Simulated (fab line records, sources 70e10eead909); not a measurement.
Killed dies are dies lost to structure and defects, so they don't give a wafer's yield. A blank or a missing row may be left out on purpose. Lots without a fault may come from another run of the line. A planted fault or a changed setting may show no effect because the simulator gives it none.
Which tool did it? | flow nand_harc | 11 lots, 33 wafers sampled, at 6 steps of a route of 1159

WHAT THE GAUGES READ, wafer by wafer
NHARC_P_CONTACT_INSPECT_14.
lot  | measured     | on                | raw_defect_count
L871 | day 5 16:46  | defect_inspect-02 | 3 5 4
L873 | day 6 06:24  | defect_inspect-02 | 6 3 2
L872 | day 6 07:21  | defect_inspect-01 | 5 2 2
L874 | day 6 11:03  | defect_inspect-01 | 6 5 6
L880 | day 8 01:01  | defect_inspect-02 | 2 7 3
L883 | day 8 17:55  | defect_inspect-02 | 4 2 0
L881 | day 8 23:50  | defect_inspect-02 | 5 2 4
L886 | day 9 13:50  | defect_inspect-02 | 7 7 2
L887 | day 9 19:44  | defect_inspect-02 | 8 1 0
L892 | day 11 04:35 | defect_inspect-02 | 4 2 2
L893 | day 11 08:32 | defect_inspect-01 | 2 4 5

NHARC_P_M0_CD_MEAS_09: target cd 90 nm.
lot  | measured     | on        | cd_nm (nm)
L871 | day 6 05:38  | cd_sem-03 | 90.4 90.7 90.9
L873 | day 6 15:28  | cd_sem-01 | 90.1 90.3 89.8
L872 | day 6 15:53  | cd_sem-01 | 88.0 89.3 88.9
L874 | day 6 16:17  | cd_sem-01 | 89.7 89.8 89.3
L880 | day 8 05:37  | cd_sem-01 | 90.3 90.1 89.7
L883 | day 9 02:46  | cd_sem-03 | 90.4 89.6 90.2
L881 | day 9 03:46  | cd_sem-03 | 90.4 90.0 90.5
L886 | day 10 02:05 | cd_sem-03 | 100.2 100.8 101.1
L887 | day 10 02:43 | cd_sem-01 | 89.6 90.1 90.9
L892 | day 11 08:43 | cd_sem-01 | 98.6 99.0 98.7
L893 | day 11 12:47 | cd_sem-03 | 89.8 89.6 90.0

NHARC_END_SORT_01.
lot  | measured     | on        | defect_limited_yield (%) | killed_at_array | killed_at_other | killed_at_periphery | killed_dies | killed_open | killed_short | sort_bin_2_pct (%) | sort_bin_3_pct (%) | sort_bin_4_pct (%) | sort_n_pass | sort_rim_yield_pct (%) | sort_yield_pct (%)
L881 | day 23 14:49 | prober-01 | 95.6 95.3 96.3           | 24 27 23        | 1 1 0           | 5 4 2               | 30 32 25    | 3 5 3       | 4 1 0        | 1.2 1.2 0.4        | 0.15 0.59 0.30     | 3.1 3.0 3.0        | 647 645 652 | 95 95 93               | 95.6 95.3 96.3

WHICH TOOL RAN EACH LOT (tool, then ch and the chambers of the sampled wafers, then the start)
lot  | NHARC_P_CONTACT_ETCH_18                       | NHARC_P_CONTACT_ETCH_31                       | NHARC_P_M0_EXPOSE_06
L871 | rie_diel-02 ch 2,3, day 6 05:30 or earlier    | rie_diel-02 ch 1,2,3, day 6 05:30 or earlier  | arfi_scanner-02 ch 0, day 6 05:30
L873 | rie_diel-09 ch 0,2, day 6 15:20 or earlier    | rie_diel-09 ch 0,2,3, day 6 15:20 or earlier  | arfi_scanner-02 ch 0, day 6 15:20
L872 | rie_diel-02 ch 0,1, day 6 15:44 or earlier    | rie_diel-02 ch 0,3, day 6 15:44 or earlier    | arfi_scanner-02 ch 0, day 6 15:44
L874 | rie_diel-02 ch 0,1, day 6 16:09 or earlier    | rie_diel-02 ch 0,2,3, day 6 16:09 or earlier  | arfi_scanner-01 ch 0, day 6 16:09
L880 | rie_diel-02 ch 0,3, day 8 05:28 or earlier    | rie_diel-02 ch 0,3, day 8 05:28 or earlier    | arfi_scanner-03 ch 0, day 8 05:28
L883 | rie_diel-09 ch 1,2,3, day 9 02:38 or earlier  | rie_diel-09 ch 0,3, day 9 02:38 or earlier    | arfi_scanner-01 ch 0, day 9 02:38
L881 | rie_diel-02 ch 2,3, day 9 03:38 or earlier    | rie_diel-02 ch 0,1, day 9 03:38 or earlier    | arfi_scanner-01 ch 0, day 9 03:38
L886 | rie_diel-02 ch 1,2,3, day 10 01:56 or earlier | rie_diel-02 ch 0,1,3, day 10 01:56 or earlier | arfi_scanner-01 ch 0, day 10 01:56
L887 | rie_diel-09 ch 2,3, day 10 02:35 or earlier   | rie_diel-09 ch 0,1, day 10 02:35 or earlier   | arfi_scanner-02 ch 0, day 10 02:35
L892 | rie_diel-09 ch 0,3, day 11 08:35 or earlier   | rie_diel-09 ch 0,2,3, day 11 08:35 or earlier | arfi_scanner-01 ch 0, day 11 08:35
L893 | rie_diel-09 ch 1,2, day 11 12:39 or earlier   | rie_diel-09 ch 1,2,3, day 11 12:39 or earlier | arfi_scanner-02 ch 0, day 11 12:39
- NHARC_P_CONTACT_ETCH_18: etches the open film in C4F8/O2/Ar, target depth 481 nm, time 240.5 s.
- NHARC_P_CONTACT_ETCH_31: etches the open film in CH3F/O2, target depth 30 nm, time 85.7 s.
- NHARC_P_M0_EXPOSE_06: exposes mask P M0, target cd 90 nm.

WHAT THE TOOLS THEMSELVES READ (means of the sampled wafers that have a number; where no wafer has one, the mark that the record gives instead)
NHARC_P_CONTACT_ETCH_18.
lot  | tool        | oes_product_au (a.u.) | rf_vpp_V (V)
L871 | rie_diel-02 | 0.964                 | 973
L873 | rie_diel-09 | 0.976                 | 974
L872 | rie_diel-02 | 0.980                 | 975
L874 | rie_diel-02 | 0.927                 | 975
L880 | rie_diel-02 | 0.961                 | 974
L883 | rie_diel-09 | 0.944                 | 984
L881 | rie_diel-02 | 0.968                 | 974
L886 | rie_diel-02 | 0.970                 | 973
L887 | rie_diel-09 | 0.977                 | 981
L892 | rie_diel-09 | 0.976                 | 983
L893 | rie_diel-09 | 0.963                 | 980

NHARC_P_CONTACT_ETCH_31.
lot  | tool        | drypump_motor_current_A (A) | oes_product_au (a.u.) | rf_vpp_V (V) | showerhead_plenum_p_Torr (Torr) | throttle_valve_pct (%)
L871 | rie_diel-02 | 5.7                         | 0.981                 | 242.5        | 2.37                            | 20.668
L873 | rie_diel-09 | 5.9                         | 0.994                 | 244.5        | 2.49                            | 20.656
L872 | rie_diel-02 | 5.4                         | 0.996                 | 243.6        | 2.39                            | 20.660
L874 | rie_diel-02 | 5.5                         | 0.959                 | 242.7        | 2.36                            | 20.665
L880 | rie_diel-02 | 5.7                         | 0.990                 | 244.7        | 2.39                            | 20.659
L883 | rie_diel-09 | 6.0                         | 0.999                 | 245.1        | 2.55                            | 20.664
L881 | rie_diel-02 | 5.4                         | 0.991                 | 243.4        | 2.39                            | 20.664
L886 | rie_diel-02 | 5.7                         | 0.983                 | 243.5        | 2.39                            | 20.661
L887 | rie_diel-09 | 5.5                         | 0.981                 | 243.7        | 2.41                            | 20.664
L892 | rie_diel-09 | 5.9                         | 0.987                 | 245.6        | 2.48                            | 20.660
L893 | rie_diel-09 | 5.6                         | 0.985                 | 245.3        | 2.55                            | 20.656

NHARC_P_M0_EXPOSE_06.
lot  | tool            | exposure_dose_mJ_cm2
L871 | arfi_scanner-02 | 81.24
L873 | arfi_scanner-02 | 81.25
L872 | arfi_scanner-02 | 81.29
L874 | arfi_scanner-01 | 81.28
L880 | arfi_scanner-03 | 81.21
L883 | arfi_scanner-01 | 81.21
L881 | arfi_scanner-01 | 81.27
L886 | arfi_scanner-01 | 95.96
L887 | arfi_scanner-02 | 81.26
L892 | arfi_scanner-01 | 93.06
L893 | arfi_scanner-02 | 81.17

THE ANSWER, worked out from the rows above alone
Rule: what is usual is taken from the lots themselves. Put in order of their means at a reading, lots are off if they are a third of the lots or fewer, leave a main group of 4 or more, and stand apart from it by a gap of 3 or more times the standard deviation of the main group's means; of several such gaps the widest counts. A main group whose means are all the same, to the digits that the tables above print for the reading, isn't used. A lot without any number at a reading at which 4 lots or more have one is off too. The other lots that the step has rows for count as sound. The gauges are gone through in route order, then the tools' own readings, and for those a lot's mean is taken as printed above. The first step at which some lot is off is used, and at that step the reading that is off furthest; a lot without a number counts as furthest.
Off: L886, L892, at NHARC_P_M0_CD_MEAS_09 (cd_nm). The main group: mean 89.9 nm, standard deviation 0.51.
A tool fits if, at a process step before that reading, it ran every lot that is off, and no sound lot after the first of them. The gauges at NHARC_P_M0_CD_MEAS_09 aren't tried: what is off there is off at NHARC_P_M0_EXPOSE_06 too, on other tools, and a gauge's error can't cause that. NHARC_P_CONTACT_ETCH_18 gives no start for some lots, so the hours and the order of its lots are those of NHARC_P_M0_EXPOSE_06. NHARC_P_CONTACT_ETCH_31 gives no start for some lots, so the hours and the order of its lots are those of NHARC_P_M0_EXPOSE_06. One fits: arfi_scanner-01 at NHARC_P_M0_EXPOSE_06. Its last sound lot is L881 (day 9 03:38), its first lot that is off L886 (day 10 01:56): a fault that began between those two fits.
The tool's own readings at NHARC_P_M0_EXPOSE_06 bear it out: on the lots that are off they differ by more than 5 times the standard deviation of the sound lots' means. exposure_dose_mJ_cm2 reads 94.51 there against 81.24 on the sound lots.

WHAT THE SIMULATOR HAD PUT IN
Process parameter drift: arfi_scanner-01, from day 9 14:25 on, at NHARC_P_M0_EXPOSE_06. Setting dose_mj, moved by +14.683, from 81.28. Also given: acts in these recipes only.
Lots struck among those shown: L886, L892. The rule above found the same.
